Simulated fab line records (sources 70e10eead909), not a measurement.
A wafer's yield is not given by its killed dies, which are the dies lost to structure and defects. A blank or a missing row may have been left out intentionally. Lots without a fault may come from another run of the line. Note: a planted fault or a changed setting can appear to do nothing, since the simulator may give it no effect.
fab line records	flow nand_harc
[record] lots = 6	wafers = 18	last_day = 34
route steps=1302 shown A_STAIRCASE@705 END@1302
lots that met no fault: taken from a fault-free run of the same line
start_h: hours from the record's opening day to when the first of the lot's shown wafers began	wait_h: hours since the lot's step before	" identical to the entry in the row above	L1.1+2: a single row standing in for several wafers	- value missing, or start not given	* or withheld: withheld	< > ~ a bound
route shown NAME@n: NAME is a module with steps in the file, n the number in the route of the first one	usual: mean/standard deviation taken from wafers without a fault	same: alike in all rows	chamber/n: place in a boat	sites: readings site by site	_std_site: standard deviation across them	_edge_site: mean of outer sites minus mean of inner sites	radius_mm: how far each site lies from the wafer's centre	mask NAME#n: copy n	behind: the tool/chamber that last shaped the wafer	hold: the reason the lot was held/the length of the hold in hours/how it ended	device: which transistor (n, p or np) failed to switch	end of line: the tests these same wafers got at the end of their route	a step with no rows: only its recipe	killed: count of dies lost to structure and defects at first sort (not the wafer's yield)	map: dies across one wafer; x = killed, . = not, _ = none there
set.NAME: the setting that was run; set.NAME@STEP: the one run at that earlier step	model.NAME: the simulator's own value behind a step, which no gauge read
a table for each step, a row for each wafer; lots at some steps of the route
services: a tool's chamber out of use, with start hour (start_h, from the record's first day; less than 0 if before it), hours out, and reason
[[steps]]
[step NHARC_A_STAIRCASE_TRIM_191]
[recipe] time_s = 211.2	o2_flow_sccm = 500	ar_flow_sccm = 0	bias_w = 0	chemistry = O2
[usual] drypump_motor_current_A = 5.7/0.38	oes_product_au = 1.002/0.013	rf_vpp_V = 57.8/0.95	showerhead_plenum_p_Torr = 3.51/0.18	throttle_valve_pct = 17.036/0.0088
lot.wafer	tool	chamber	start_h	wait_h	drypump_motor_current_A	oes_product_au	rf_hours_counter_h	rf_vpp_V	showerhead_plenum_p_Torr	throttle_valve_pct
L767.1	rie_diel-11	0	-	-	5.5	1.009	33	57.3	3.32	17.042
L767.4	"	1	"	"	6.2	1.023	38	57.6	3.43	17.034
L767.2	"	2	"	"	5.7	0.999	41	57.4	3.39	17.035
L769.1	rie_diel-04	3	-	-	5.2	1.003	11	56.8	3.32	17.024
L769.2	"	1	"	"	6.1	0.980	8	58.9	3.77	17.032
L769.3	"	2	"	"	5.5	0.991	9	57.5	3.51	17.034
L772.4	rie_diel-11	1	-	-	6.2	1.023	53	56.3	3.42	17.038
L772.6	"	0	"	"	5.5	0.996	-	56.7	3.31	17.029
L772.5	"	1	"	"	6.2	1.026	-	58.6	3.42	17.045
L780.1	rie_diel-03	3	-	-	6.3	1.006	9	57.5	3.62	17.033
L780.4	"	0	"	"	5.6	1.011	9	59.5	3.74	17.015
L780.5	"	3	"	"	6.3	0.998	-	57.8	3.61	17.040
L782.4	rie_diel-04	0	-	-	5.5	0.986	48	59.6	3.78	17.031
L782.5	"	2	"	"	5.4	0.995	-	57.2	3.49	17.034
L782.6	"	3	"	"	5.2	1.013	-	58.0	3.29	17.049
L788.1	rie_diel-11	0	-	-	5.5	0.998	44	58.3	3.29	17.020
L788.3	"	1	"	"	6.2	1.019	49	56.3	3.40	17.036
L788.4	"	2	"	"	5.7	0.996	52	57.5	3.36	17.046
[step NHARC_A_STAIRCASE_ETCH_192]
[recipe] target_depth_a = 1000	time_s = 40.5	ion_energy_ev = 400	c4f8_flow_sccm = 20	o2_flow_sccm = 10	ar_flow_sccm = withheld	rf_w = 600	bias_w = 1000	chemistry = C4F8/O2
[usual] oes_product_au = 0.942/0.013	rf_vpp_V = 895/6.5	run_length_s = 61.9/0.41
lot.wafer	tool	chamber	start_h	wait_h	oes_product_au	rf_hours_counter_h	rf_vpp_V	run_length_s
L767.2	rie_diel-11	2	-	-	0.945	41	891	61.7
L767.1	"	3	"	"	0.934	39	899	62.0
L767.4	"	0	"	"	0.944	33	889	61.9
L769.1	rie_diel-04	1	-	-	0.927	8	904	62.1
L769.3	"	2	"	"	0.933	9	897	61.4
L769.2	"	3	"	"	0.943	11	889	62.1
L772.4	rie_diel-11	0	-	-	0.925	49	889	62.3
L772.5	"	3	"	"	0.927	-	899	61.6
L772.6	"	0	"	"	0.934	-	887	61.6
L780.1	rie_diel-03	0	-	-	0.955	9	903	62.2
L780.4	"	2	"	"	0.968	14	906	62.0
L780.5	"	0	"	"	0.952	-	904	62.3
L782.4	rie_diel-04	1	-	-	0.947	53	903	61.5
L782.5	"	0	"	"	0.946	-	906	61.3
L782.6	"	1	"	"	0.936	-	903	61.6
L788.1	rie_diel-11	3	-	-	0.938	47	898	62.0
L788.3	"	0	"	"	0.922	44	887	61.6
L788.4	"	2	"	"	0.928	53	890	62.1
[step NHARC_A_STAIRCASE_TRIM_193]
[recipe] time_s = 211.2	o2_flow_sccm = 500	ar_flow_sccm = 0	bias_w = 0	chemistry = O2
[usual] drypump_motor_current_A = 5.7/0.39	oes_product_au = 1.001/0.014	rf_vpp_V = 57.7/0.94	showerhead_plenum_p_Torr = 3.51/0.18	throttle_valve_pct = 17.037/0.0087
lot.wafer	tool	chamber	start_h	wait_h	drypump_motor_current_A	oes_product_au	rf_hours_counter_h	rf_vpp_V	showerhead_plenum_p_Torr	throttle_valve_pct
L767.1	rie_diel-11	1	-	-	6.2	1.018	38	58.2	3.43	17.033
L767.4	"	2	"	"	5.7	1.000	41	58.3	3.40	17.039
L767.2	"	0	"	"	5.5	1.003	33	57.6	3.32	17.034
L769.2	rie_diel-04	3	-	-	5.2	1.007	11	57.2	3.32	17.042
L769.1	"	1	"	"	6.0	0.987	8	56.9	3.77	17.042
L769.3	"	2	"	"	5.4	0.996	9	56.8	3.51	17.026
L772.4	rie_diel-11	2	-	-	5.7	0.999	54	56.2	3.39	17.042
L772.6	"	3	"	"	5.2	0.980	-	57.9	3.60	17.030
L772.5	"	0	"	"	5.5	0.988	-	59.0	3.31	17.037
L780.4	rie_diel-03	1	-	-	5.3	0.994	13	58.1	3.41	17.034
L780.1	"	3	"	"	6.3	0.997	9	58.0	3.61	17.032
L780.5	"	2	"	"	6.1	1.035	-	59.3	3.80	17.032
L782.4	rie_diel-04	3	-	-	5.2	1.029	58	57.0	3.29	17.048
L782.6	"	3	"	"	5.2	1.032	-	57.7	3.29	17.039
L782.5	"	0	"	"	5.5	1.004	-	58.4	3.78	17.040
L788.4	rie_diel-11	0	-	-	5.5	0.996	44	58.8	3.28	17.033
L788.3	"	1	"	"	6.2	1.033	49	57.4	3.40	17.025
L788.1	"	2	"	"	5.7	1.006	53	57.1	3.36	17.038
[step NHARC_A_STAIRCASE_ETCH_194]
[recipe] target_depth_a = 1000	time_s = 40.5	ion_energy_ev = 400	c4f8_flow_sccm = 20	o2_flow_sccm = 10	ar_flow_sccm = withheld	rf_w = 600	bias_w = 1000	chemistry = C4F8/O2
[usual] oes_product_au = 0.945/0.019	rf_vpp_V = 895/6.3	run_length_s = 61.9/0.44
lot.wafer	tool	chamber	start_h	wait_h	oes_product_au	rf_hours_counter_h	rf_vpp_V	run_length_s
L767.1	rie_diel-11	3	-	-	0.939	39	898	62.0
L767.2	"	1	"	"	0.957	38	893	63.3
L767.4	"	2	"	"	0.940	41	892	62.0
L769.2	rie_diel-04	2	-	-	0.926	9	895	61.2
L769.1	"	3	"	"	0.928	11	887	62.1
L769.3	"	1	"	"	0.924	8	904	62.1
L772.4	rie_diel-11	2	-	-	0.953	54	891	61.7
L772.6	"	3	"	"	0.927	-	898	62.0
L772.5	"	0	"	"	0.927	-	887	61.7
L780.4	rie_diel-03	2	-	-	0.953	14	906	62.0
L780.1	"	3	"	"	0.938	9	899	61.5
L780.5	"	1	"	"	0.924	-	892	61.5
L782.4	rie_diel-04	0	-	-	0.939	48	905	61.3
L782.6	"	2	"	"	0.946	-	895	61.4
L782.5	"	3	"	"	0.954	-	887	61.8
L788.3	rie_diel-11	3	-	-	0.939	47	896	62.2
L788.1	"	0	"	"	0.915	44	886	61.6
L788.4	"	1	"	"	0.941	49	891	63.3
[step NHARC_A_STAIRCASE_TRIM_196]
[recipe] time_s = 211.2	o2_flow_sccm = 500	ar_flow_sccm = 0	bias_w = 0	chemistry = O2
[step NHARC_A_STAIRCASE_ETCH_197]
[recipe] target_depth_a = 1000	time_s = 40.5	ion_energy_ev = 400	c4f8_flow_sccm = 20	o2_flow_sccm = 10	ar_flow_sccm = withheld	rf_w = 600	bias_w = 1000	chemistry = C4F8/O2
[usual] oes_product_au = 0.952/0.019	rf_vpp_V = 897/6.6	run_length_s = 61.8/0.45
lot.wafer	tool	chamber	start_h	wait_h	oes_product_au	rf_hours_counter_h	rf_vpp_V	run_length_s
L767.4	rie_diel-03	3	-	-	0.959	33	900	61.3
L767.2	"	0	"	"	0.968	32	903	62.4
L767.1	"	2	"	"	0.968	29	887	62.0
L769.3	rie_diel-03	2	-	-	0.950	35	887	62.0
L769.2	"	0	"	"	0.946	40	905	62.4
L769.1	"	1	"	"	0.943	37	892	61.9
L772.4	rie_diel-03	0	-	-	0.958	47	904	62.3
L772.6	"	2	"	"	0.977	-	886	62.0
L772.5	"	3	"	"	0.959	-	899	61.8
L780.4	rie_diel-03	3	-	-	0.945	9	899	61.4
L780.1	"	0	"	"	0.952	9	904	62.1
L780.5	"	1	"	"	0.938	-	892	61.6
L782.4	rie_diel-03	3	-	-	0.972	18	898	61.5
L782.5	"	2	"	"	0.980	-	905	61.9
L782.6	"	3	"	"	0.971	-	899	61.5
L788.3	rie_diel-04	0	-	-	0.945	15	904	61.5
L788.4	"	2	"	"	0.941	13	895	61.1
L788.1	"	3	"	"	0.957	15	906	61.4
[step NHARC_A_STAIRCASE_TRIM_198]
[recipe] time_s = 211.2	o2_flow_sccm = 500	ar_flow_sccm = 0	bias_w = 0	chemistry = O2
[step NHARC_A_STAIRCASE_ETCH_199]
[recipe] target_depth_a = 1000	time_s = 40.5	ion_energy_ev = 400	c4f8_flow_sccm = 20	o2_flow_sccm = 10	ar_flow_sccm = withheld	rf_w = 600	bias_w = 1000	chemistry = C4F8/O2
[step NHARC_A_STAIRCASE_TRIM_200]
[recipe] time_s = 211.2	o2_flow_sccm = 500	ar_flow_sccm = 0	bias_w = 0	chemistry = O2
[step NHARC_A_STAIRCASE_ETCH_201]
[recipe] target_depth_a = 1000	time_s = 40.5	ion_energy_ev = 400	c4f8_flow_sccm = 20	o2_flow_sccm = 10	ar_flow_sccm = withheld	rf_w = 600	bias_w = 1000	chemistry = C4F8/O2
[step NHARC_A_STAIRCASE_TRIM_202]
[recipe] time_s = 211.2	o2_flow_sccm = 500	ar_flow_sccm = 0	bias_w = 0	chemistry = O2
[step NHARC_A_STAIRCASE_ETCH_203]
[recipe] target_depth_a = 1000	time_s = 40.5	ion_energy_ev = 400	c4f8_flow_sccm = 20	o2_flow_sccm = 10	ar_flow_sccm = withheld	rf_w = 600	bias_w = 1000	chemistry = C4F8/O2
[usual] oes_product_au = 0.943/0.015	rf_vpp_V = 897/6.7	run_length_s = 61.9/0.42
lot.wafer	tool	chamber	start_h	wait_h	oes_product_au	rf_hours_counter_h	rf_vpp_V	run_length_s
L767.4	rie_diel-03	3	382.10	-	0.946	33	901	61.3
L767.1	"	1	"	"	0.938	28	893	61.7
L767.2	"	2	"	"	0.948	29	888	62.3
L769.3	rie_diel-03	1	404.19	-	0.928	38	892	62.3
L769.1	"	3	"	"	0.936	40	899	62.0
L769.2	"	0	"	"	0.948	41	903	71.8
L772.4	rie_diel-03	0	429.84	-	0.974	47	903	71.8
L772.5	"	3	"	"	0.940	-	900	61.3
L772.6	"	0	"	"	0.954	-	904	71.5
L780.4	rie_diel-03	0	500.89	-	0.948	10	904	62.9
L780.1	"	1	"	"	0.939	14	891	62.0
L780.5	"	3	"	"	0.944	-	898	62.1
L782.4	rie_diel-03	2	529.99	-	0.953	21	907	62.2
L782.6	"	2	"	"	0.959	-	907	62.0
L782.5	"	3	"	"	0.944	-	898	61.5
L788.4	rie_diel-04	0	588.66	-	0.929	15	903	61.5
L788.1	"	1	"	"	0.921	13	902	62.0
L788.3	"	2	"	"	0.967	13	894	61.6
[step NHARC_END_SORT_01]
[recipe] temp_c = 25
[usual] killed_at_array = 55/19	killed_at_other = 0.9/1.4	killed_at_periphery = 3.8/2.9	killed_dies = 60/19	killed_open = 3.3/1.8	killed_short = 2.6/1.6
[same] gross_dies = 677
lot.wafer	tool	chamber	start_h	wait_h	hold	killed_at_array	killed_at_other	killed_at_periphery	killed_dies	killed_open	killed_short
L767.1	prober-01	0	588.66	2.5	-	60	3	0	63	2	2
L767.2	prober-01	0	589.46	2.8	-	83	1	3	87	3	5
L767.4	prober-01	0	591.06	3.4	-	79	2	1	82	2	3
L769.1	prober-01	0	607.94	2.5	await_dispo/1.7h/release	40	0	2	42	0	2
L769.2	prober-01	0	608.75	2.8	await_dispo/1.7h/release	175	1	6	182	5	1
L769.3	prober-01	0	609.55	3.1	await_dispo/1.7h/release	46	1	2	49	3	3
L772.4	prober-02	0	638.15	3.4	await_dispo/2.1h/release	143	0	4	147	1	1
L772.5	prober-02	0	638.95	3.7	await_dispo/2.1h/release	69	0	3	72	2	0
L772.6	prober-02	0	639.75	4.0	await_dispo/2.1h/release	213	0	3	216	5	2
L780.1	prober-01	0	703.36	2.5	-	58	0	6	64	4	4
L780.4	prober-01	0	705.72	3.4	-	43	0	9	52	3	2
L780.5	prober-01	0	706.51	3.7	-	49	0	11	60	5	5
L782.4	prober-02	0	737.41	3.4	-	34	7	6	47	5	1
L782.5	prober-02	0	738.21	3.7	-	44	0	3	47	3	1
L782.6	prober-02	0	739.01	4.0	-	39	1	1	41	1	4
L788.1	prober-02	0	811.63	2.5	-	27	2	1	30	1	3
L788.3	prober-02	0	813.24	3.1	-	22	2	1	25	2	1
L788.4	prober-02	0	814.05	3.4	-	26	2	2	30	4	3
// killed by level:class
L767.1 A_CHANNEL_HOLE_D2:chamber_film_flake=26 A_CHANNEL_HOLE_D1:chamber_film_flake=23 A_CONTACT:chamber_film_flake=4 A_SGD_CUT:chamber_film_flake=2 THIN_TSV:chamber_film_flake=2 A_CHANNEL_FILL_D2:geometric_particle:open=1 A_BLC:geometric_particle:short=1 A_BLC:geometric_particle:open=1
L767.2 A_CHANNEL_HOLE_D1:chamber_film_flake=39 A_CHANNEL_HOLE_D2:chamber_film_flake=22 A_CONTACT:chamber_film_flake=9 A_STAIRCASE:chamber_film_flake=4 A_SGD_CUT:chamber_film_flake=2 P_GATE:geometric_particle:short=1 P_M1:geometric_particle:open=1 A_ONON_D1:geometric_particle:short=1
L767.4 A_CHANNEL_HOLE_D2:chamber_film_flake=29 A_CHANNEL_HOLE_D1:chamber_film_flake=26 A_CONTACT:chamber_film_flake=13 A_STAIRCASE:chamber_film_flake=2 A_SGD_CUT:chamber_film_flake=2 THIN_TSV:chamber_film_flake=2 P_M1:geometric_particle:open=1 A_SGD_CUT:geometric_particle:short=1
L769.1 A_CHANNEL_HOLE_D2:chamber_film_flake=31 P_CONTACT:chamber_film_flake=2 A_CHANNEL_HOLE_D1:chamber_film_flake=2 A_WL_FILL:chamber_film_flake=2 A_CHANNEL_FILL_D2:geometric_particle:short=1 A_WL_FILL:geometric_particle:short=1 A_DECK1_JOINT:chamber_film_flake=1 A_STAIRCASE:chamber_film_flake=1
L769.2 A_STAIRCASE:area_etch=123 A_CHANNEL_HOLE_D2:chamber_film_flake=36 P_CONTACT:chamber_film_flake=5 A_CHANNEL_HOLE_D1:chamber_film_flake=3 A_STAIRCASE:chamber_film_flake=3 A_DECK1_JOINT:chamber_film_flake=2 A_M0:chamber_film_flake=2 P_CONTACT:geometric_particle:open=1
L769.3 A_CHANNEL_HOLE_D2:chamber_film_flake=27 A_CHANNEL_HOLE_D1:chamber_film_flake=4 A_STAIRCASE:chamber_film_flake=4 A_SLIT:chamber_film_flake=3 A_M0:geometric_particle:open=2 P_CONTACT:chamber_film_flake=2 A_DECK1_JOINT:geometric_particle:short=1 A_WL_FILL:geometric_particle:short=1
L772.4 A_STAIRCASE:area_etch=52 A_SLIT:chamber_film_flake=38 A_CHANNEL_HOLE_D2:chamber_film_flake=23 A_CHANNEL_HOLE_D1:chamber_film_flake=17 A_CONTACT:chamber_film_flake=5 A_STAIRCASE:chamber_film_flake=3 A_M0:chamber_film_flake=2 P_CONTACT:geometric_particle:short=1
L772.5 A_CHANNEL_HOLE_D2:chamber_film_flake=22 A_SLIT:chamber_film_flake=21 A_CHANNEL_HOLE_D1:chamber_film_flake=19 P_GATE:chamber_film_flake=2 A_CHANNEL_FILL_D1:geometric_particle:open=1 A_M1:geometric_particle:open=1 P_M0:chamber_film_flake=1 A_ZERO_WELL:chamber_film_flake=1
L772.6 A_STAIRCASE:area_etch=114 A_CHANNEL_HOLE_D1:chamber_film_flake=30 A_SLIT:chamber_film_flake=28 A_CHANNEL_HOLE_D2:chamber_film_flake=21 A_CONTACT:chamber_film_flake=4 A_WL_FILL:chamber_film_flake=3 A_M0:chamber_film_flake=3 A_CHANNEL_FILL_D2:geometric_particle:open=2
L780.1 A_SLIT:chamber_film_flake=36 A_CHANNEL_HOLE_D1:chamber_film_flake=10 A_CONTACT:chamber_film_flake=3 P_GATE:chamber_film_flake=2 A_SGD_CUT:chamber_film_flake=2 P_GATE:geometric_particle:short=1 P_CONTACT:geometric_particle:open=1 P_M1:geometric_particle:short=1
L780.4 A_SLIT:chamber_film_flake=24 P_GATE:chamber_film_flake=5 A_CHANNEL_HOLE_D1:chamber_film_flake=5 A_CONTACT:chamber_film_flake=4 A_SOURCE_PLATE:geometric_particle:open=2 P_ZERO_WELL:chamber_film_flake=2 P_CONTACT:chamber_film_flake=2 A_STAIRCASE:chamber_film_flake=2
L780.5 A_SLIT:chamber_film_flake=23 A_CONTACT:chamber_film_flake=9 P_M0:chamber_film_flake=6 A_CHANNEL_HOLE_D1:chamber_film_flake=3 A_SGD_CUT:chamber_film_flake=3 A_CHANNEL_FILL_D1:geometric_particle:open=2 A_SGD_CUT:geometric_particle:short=2 P_GATE:chamber_film_flake=2
L782.4 A_CHANNEL_HOLE_D2:chamber_film_flake=19 THIN_TSV:chamber_film_flake=7 A_SLIT:chamber_film_flake=6 P_CONTACT:geometric_particle:open=2 P_M0:geometric_particle:open=2 P_GATE:chamber_film_flake=2 A_CHANNEL_HOLE_D1:chamber_film_flake=2 A_CONTACT:chamber_film_flake=2
L782.5 A_CHANNEL_HOLE_D2:chamber_film_flake=19 A_CHANNEL_HOLE_D1:chamber_film_flake=10 A_SLIT:chamber_film_flake=4 A_ZERO_WELL:chamber_film_flake=3 A_STAIRCASE:chamber_film_flake=3 P_CONTACT:geometric_particle:open=1 P_M0:geometric_particle:open=1 A_ONON_D2:geometric_particle:open=1
L782.6 A_CHANNEL_HOLE_D2:chamber_film_flake=17 A_SLIT:chamber_film_flake=8 A_CHANNEL_HOLE_D1:chamber_film_flake=3 A_CHANNEL_FILL_D1:geometric_particle:short=2 A_CHANNEL_FILL_D2:chamber_film_flake=2 A_STAIRCASE:chamber_film_flake=2 A_WL_FILL:chamber_film_flake=2 A_ONON_D2:geometric_particle:open=1
L788.1 A_SLIT:chamber_film_flake=13 A_BLC:chamber_film_flake=5 THIN_TSV:chamber_film_flake=2 A_CHANNEL_FILL_D1:geometric_particle:short=1 A_CHANNEL_FILL_D2:geometric_particle:short=1 A_SGD_CUT:geometric_particle:open=1 A_WL_FILL:geometric_particle:short=1 P_ZERO_WELL:chamber_film_flake=1
L788.3 A_SLIT:chamber_film_flake=7 A_DECK1_JOINT:chamber_film_flake=4 A_BLC:chamber_film_flake=3 A_CHANNEL_HOLE_D2:chamber_film_flake=2 A_WL_FILL:chamber_film_flake=2 THIN_TSV:chamber_film_flake=2 A_ONON_D1:geometric_particle:open=1 A_SGD_CUT:geometric_particle:open=1
L788.4 A_SLIT:chamber_film_flake=12 A_CHANNEL_HOLE_D2:chamber_film_flake=3 A_BLC:chamber_film_flake=3 THIN_TSV:chamber_film_flake=2 P_CONTACT:geometric_particle:open=1 P_BONDPAD:geometric_particle:short=1 A_SOURCE_PLATE:geometric_particle:short=1 A_ONON_D1:geometric_particle:open=1
// map L769.2 (x killed, . not)
____________x____________
_________xxx.x.x_________
_______x.xx.x.xx.x_______
______.xx...x...xx.______
_____x.xx.x...x...xx_____
____xx..........x...x____
____xxxx............x____
___.....x......x..xx.x___
___.x................x___
__xx...x...........xx..__
__xx.................x.__
_xx.......x...........x._
_xxxx................x.x_
_xxxx..................._
_xxxx.......x........xxx_
_xxxxx....x......x..xx.._
xxxx.x.................xx
..x...................xxx
xxx.x....................
x......................xx
xxx..........x......x..xx
_x..................xx.x_
_xx.x..................x_
_x.x...................x_
_xx..................x.x_
_x....................xx_
__xx.x................x__
__xx.........x........x__
___.xx.............x.x___
___.x.x.......x....xx.___
____x.xx..........xxx____
____.xxxx...xx...x.xx____
_____xxx...x......xx_____
______xx.x.x.xx.x.x______
_______xxx..x...xx_______
_________xxxxx.x_________
____________x____________
// map L772.6 (x killed, . not)
____________x____________
_________xx.x.xx_________
_______xx.xxxx..xx_______
______x..xx.....x.x______
_____xx.......x....x_____
____.xx..........x.x.____
____xx...............____
___.x..............x..___
___.x.x.x.............___
__x..................x.__
__x....................__
_xxxx........x......x.x._
_x.................xx..x_
_x..........x......x..x._
_.x................xxxx._
_..x.......x.....x..xxxx_
..................xx.xxxx
xxxx..............xxxxx.x
xxx.......x..........xxxx
xxx..................xxxx
xx.x..x.x...............x
_xx.....x..............x_
_x....xx...............x_
_......xxx....x.x.....xx_
_x..x.xxxxx..........x.._
_xx...xxxx............xx_
__..xxxxxxxx........x..__
__.xxxxxxxx............__
___xxxxxxxxx.....x.x.x___
___xxxxxxxxx.........x___
____xxxxx..x....x.x.x____
____.xxxx.x..x.x...x.____
_____x...x...xxx..xx_____
______x.xx..xx..xxx______
_______..xx.x..xx._______
_________xxxxxxx_________
____________x____________
[[services]]
tool	chamber	start_h	hours	kind
rie_diel-04	-	358.76	9.0	pm
rie_diel-03	0	364.44	-	clean
rie_diel-03	1	364.44	-	clean
rie_diel-03	2	364.44	-	clean
rie_diel-03	3	364.44	-	clean
rie_diel-03	-	368.51	0.6	repair
rie_diel-03	0	388.99	-	clean
rie_diel-03	1	388.99	-	clean
rie_diel-03	2	388.99	-	clean
rie_diel-03	3	388.99	-	clean
rie_diel-04	0	393.17	26.6	repair
rie_diel-03	0	413.49	-	clean
rie_diel-03	1	413.49	-	clean
rie_diel-03	2	413.49	-	clean
rie_diel-03	3	413.49	-	clean
rie_diel-11	-	434.79	9.0	pm
rie_diel-03	0	437.99	-	clean
rie_diel-03	1	437.99	-	clean
rie_diel-03	2	437.99	-	clean
rie_diel-03	3	437.99	-	clean
rie_diel-03	-	458.59	9.0	pm
rie_diel-03	0	458.59	9.0	vent_cycle
rie_diel-03	2	517.55	7.5	repair
rie_diel-03	3	546.16	10.6	repair
[[key]]
[first_sign] step = NHARC_A_STAIRCASE_ETCH_203	reading = run_length_s	direction = up	sigmas = 23	usual = *	struck = *
[effect] step = NHARC_END_SORT_01	reading = killed_dies	direction = up	sigmas = 6.4	usual = 60	struck = 182
[more_kills_born_at] NHARC_A_STAIRCASE_ETCH_203@rie_diel-03 = 289
met_at NHARC_A_STAIRCASE_ETCH_203
struck_wafers L769.2,L772.4,L772.6
tester_left_out L769,L772
[fault] kind = process_parameter_drift	tool = rie_diel-03	chamber = 0	onset_h = 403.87	steps = NHARC_A_STAIRCASE_ETCH_203	channel = time_s	offset = *	shape = step	end_h = 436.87	acts_in = *	stated = *
// tester_left_out: of these lots the tester's yield and bins aren't shown, on N5 and GAA mostly nor the transistor test; their killed dies are dies lost to structure and defects alone, not to doping, threshold or leakage, so they don't give the yield
